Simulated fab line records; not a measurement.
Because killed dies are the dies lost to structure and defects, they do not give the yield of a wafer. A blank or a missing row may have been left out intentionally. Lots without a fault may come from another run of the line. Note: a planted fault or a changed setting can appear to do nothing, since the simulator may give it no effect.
Chamber matching | flow nand_harc | NHARC_A_STAIRCASE_ETCH_169 on rie_diel-08 has 4 sister chambers
The step etches the open film in CH3F/O2, target depth 50 nm, time 107.1 s. 14 wafers are shown with their chamber, then 7 later ones without.

== WAFERS, EACH WITH ITS CHAMBER ==
wafer  | chamber | drypump_motor_current_A (A) | showerhead_plenum_p_Torr (Torr) | rf_vpp_V (V)
L076.1 | 2       | 5.4                         | 2.39                            | 243.5
L076.3 | 0       | 4.9                         | 2.28                            | 240.5
L076.4 | 2       | 5.5                         | 2.39                            | 243.9
L077.1 | 3       | 6.2                         | 2.30                            | 241.6
L077.2 | 2       | 5.4                         | 2.38                            | 243.4
L077.6 | 2       | 5.4                         | 2.38                            | 242.6
L085.2 | 1       | 6.2                         | 2.47                            | 243.1
L085.3 | 0       | 4.9                         | 2.27                            | 239.3
L085.6 | 3       | 6.2                         | 2.30                            | 242.5
L089.3 | 1       | 6.2                         | 2.46                            | 246.2
L089.5 | 1       | 6.2                         | 2.46                            | 243.3
L089.6 | 0       | 4.9                         | 2.27                            | 240.6
L092.4 | 1       | 6.3                         | 2.46                            | 244.1
L092.5 | 1       | 6.2                         | 2.46                            | 243.3

SIGNATURES (averages over the wafers above)
reading                  | chamber 0 | chamber 1 | chamber 2 | chamber 3 | scatter within a chamber
drypump_motor_current_A  | 4.900     | 6.220     | 5.425     | 6.200     | 0.0394
showerhead_plenum_p_Torr | 2.2733    | 2.4620    | 2.3850    | 2.3000    | 0.00497
rf_vpp_V                 | 240.133   | 244.000   | 243.350   | 242.050   | 0.948
Rule: a wafer lies at a distance from a chamber equal to the root of the sum of squares, over the readings, of (its reading less the chamber's mean, divided by the reading's scatter). The wafer belongs to the nearest chamber; if the next one is less than 2 further off, it can't be placed. How the scatter is found: for the shown wafers, subtract from each reading the mean of its chamber, square and add these, divide the total by (wafers less chambers), then take the root.

== WAFERS WITHOUT THEIR CHAMBER ==
wafer  | drypump_motor_current_A (A) | showerhead_plenum_p_Torr (Torr) | rf_vpp_V (V)
L092.6 | 4.9                         | 2.26                            | 241.0
L096.1 | 4.9                         | 2.66                            | 246.4
L096.4 | 6.2                         | 2.45                            | 244.3
L096.6 | 6.2                         | 2.45                            | 245.2
L097.1 | 4.9                         | 2.66                            | 248.0
L097.3 | 6.2                         | 2.45                            | 244.8
L097.4 | 6.3                         | 2.66                            | 246.8

== EACH ONE'S CHAMBER ==
wafer  | from the rows above | in truth
L092.6 | 0                   | 0
L096.1 | 1                   | 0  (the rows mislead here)
L096.4 | 1                   | 1
L096.6 | 1                   | 1
L097.1 | 1                   | 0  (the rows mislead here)
L097.3 | 1                   | 1
L097.4 | 1                   | 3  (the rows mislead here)
Correctly placed: 4 of 7. Number that these rows cannot place: 0. 3 placed wrongly.
